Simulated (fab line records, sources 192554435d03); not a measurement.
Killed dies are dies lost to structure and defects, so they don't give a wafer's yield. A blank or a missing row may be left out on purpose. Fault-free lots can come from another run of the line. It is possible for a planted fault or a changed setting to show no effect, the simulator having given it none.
A struck lot beside a sound one :: flow n5_finfet :: 37 steps out of a route of 1938
Sound: these wafers, L261.1, L261.2, L261.5. Struck: wafer L253.3 (L253.1, L253.4, from the same lot, were not struck and are left out); the cause is given at the end.
Each step with rows lists, per side, the tool, then ch with its chambers, then its first start. Under that, the readings that differ: sound wafers :: struck wafers :: difference of the means :: sigmas: that difference in standard deviations of wafers without a fault.
alike: same words and numbers on both sides, and readings whose means sit less than 2 such deviations apart. not compared: any withheld reading, any reading some wafer has no value for, any bound like >300 that may hide the same value, and any number with overlapping values for which the record gives no deviation.
The two part at a step that has a row with sigmas, a row that says differs or no value, or rows on one side only. Non-overlapping numbers with no deviation appear without sigmas and do not part them. A reading missing from all wafers of one side parts the sides only when that side holds two or more wafers.

first, 9 steps without rows for these wafers: N5_BEOL_M14_PRE_CLEAN_42 (time 30 s); N5_BEOL_M14_SPUTTER_43 (material TaN, target thk 15 nm, time 24.19 s); N5_BEOL_M14_SPUTTER_44 (material Ta, target thk 15 nm, time 24.19 s); N5_BEOL_M14_SPUTTER_45 (material Cu, target thk 100 nm, time 16.67 s); N5_BEOL_M14_ECD_47 (material Cu, target thk 1248 nm); N5_BEOL_M14_ANNEAL_48 (time 90 s); N5_BEOL_M14_CMP_49 (polishes, stops on SiO2, t overpolish 5.2 s, target thk 560 nm); N5_BEOL_M14_PRE_CLEAN_52 (time 15 s); N5_BEOL_M14_DEP_53 (deposits SiCN from 3MS/NH3, target thk 50 nm, time 17.8 s).
N5_BEOL_M15_ILD_DEP_00: deposits SiO2 from TEOS/O2, target thk 1629.3 nm, time 346.1 s.
  sound on pecvd-01 ch 0,2, day 16 14:44; struck on pecvd-03 ch 2, day 14 12:07
reading: run_length_s (s)
sound: 388.4 388.8 389.1
struck: 627.1
difference: +238.3
sigmas: +99 or more

reading: model.SiO2_of_BEOL_M15_ILD_DEP_00.thk_nm (nm)
sound: 1620 1615 1657
struck: 2727
difference: +1096
sigmas: 
  alike: heater_power_w, rf_fwd_power_W, showerhead_plenum_p_Torr, throttle_valve_pct
N5_BEOL_M15_THK_MEAS_01:
  sound on film_metro-02, day 16 14:59; struck on film_metro-02, day 14 12:22
reading: M15_ILD_THK (nm)
sound: 1620 1614 1657
struck: 2727
difference: +1097
sigmas: +42
then, 10 steps without rows for these wafers: N5_BEOL_M15_COAT_58 (time 60 s, resist thk 89 nm); N5_BEOL_M15_COAT_04 (resist thk 800 nm); N5_BEOL_M15_EBR_06; N5_BEOL_M15_SOFTBAKE_05 (time 60 s); N5_BEOL_M15_EXPOSE_07 (exposes mask V14); N5_BEOL_M15_PEB_08 (peb time 90 s); N5_BEOL_M15_DEVELOP_09 (develop time 45 s); N5_BEOL_M15_HARDBAKE_14 (time 120 s); N5_BEOL_M15_DESCUM_15 (chemistry O2, time 7.9 s); N5_BEOL_M15_ETCH_59 (etches BARC in N2/H2, target depth 89 nm, overetch 26.7 nm, time 67.9 s).
N5_BEOL_M15_VIA_ETCH_16: etches SiO2 in C4F8/O2/Ar, target depth 1792.2 nm.
  sound on rie_diel-01 ch 0,1,3, day 16 15:39; struck on rie_diel-04 ch 1, day 14 12:52
reading: model.etch.depth_nm (nm)
sound: 1620 1615 1657
struck: 2727
difference: +1096
sigmas: 

reading: model.coat_of_BEOL_M15_COAT_04.thk_nm (nm)
sound: 335.8 333.8 327.6
struck: 69.6
difference: -262.8
sigmas: 
  alike: drypump_motor_current_A, oes_product_au, rf_vpp_V, showerhead_plenum_p_Torr, throttle_valve_pct
  not compared: rf_fwd_power_W
then, 4 steps without rows for these wafers: N5_BEOL_M15_STRIP_63 (strips in O2); N5_BEOL_M15_STRIP_64 (strips in O2); N5_BEOL_M15_STRIP_65 (strips in post etch residue remover, time 60 s); N5_BEOL_M15_SRD_66 (time 30 s, dry time 30 s).
N5_BEOL_M15_CD_MEAS_17: the cd target is 360 nm.
  sound on cd_sem-02, day 16 16:04; struck on cd_sem-01, day 14 13:16
reading: cd_nm (nm)
sound: 365.8 359.8 361.5
struck: 370.2
difference: +7.8
sigmas: +4
then, 9 steps without rows for these wafers: N5_BEOL_M15_COAT_56 (time 60 s, resist thk 550 nm); N5_BEOL_M15_ETCH_57 (etches SOC in N2/H2, time 750 s); N5_BEOL_M15_COAT_60 (time 60 s, resist thk 89 nm); N5_BEOL_M15_COAT_22 (resist thk 800 nm); N5_BEOL_M15_EBR_24; N5_BEOL_M15_SOFTBAKE_23 (time 60 s); N5_BEOL_M15_EXPOSE_25 (exposes mask M15, target cd 400 nm); N5_BEOL_M15_PEB_26 (peb time 90 s); N5_BEOL_M15_DEVELOP_27 (develop time 45 s).
N5_BEOL_M15_CMP_49: polishes, stops on SiO2, t overpolish 4.9 s, target thk 850 nm.
  sound on cmp-01 ch 1,2, day 16 20:32; struck on cmp-01 ch 3, day 14 19:42
reading: model.SiO2_of_BEOL_M15_ILD_DEP_00.thk_nm (nm)
sound: 1541 1534 1577
struck: 2646
difference: +1095
sigmas: 
  alike: clearing_platen_rpm, motor_current_A

WHERE THEY PART
Last at N5_BEOL_M15_CD_MEAS_17 as far as this record goes, first at N5_BEOL_M15_ILD_DEP_00. Later steps at which nothing parts them and some readings are alike: N5_BEOL_M15_CMP_49.

WHY: the cause the simulator had injected
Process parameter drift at N5_BEOL_M15_ILD_DEP_00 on pecvd-03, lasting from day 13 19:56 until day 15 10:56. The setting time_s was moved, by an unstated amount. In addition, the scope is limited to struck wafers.
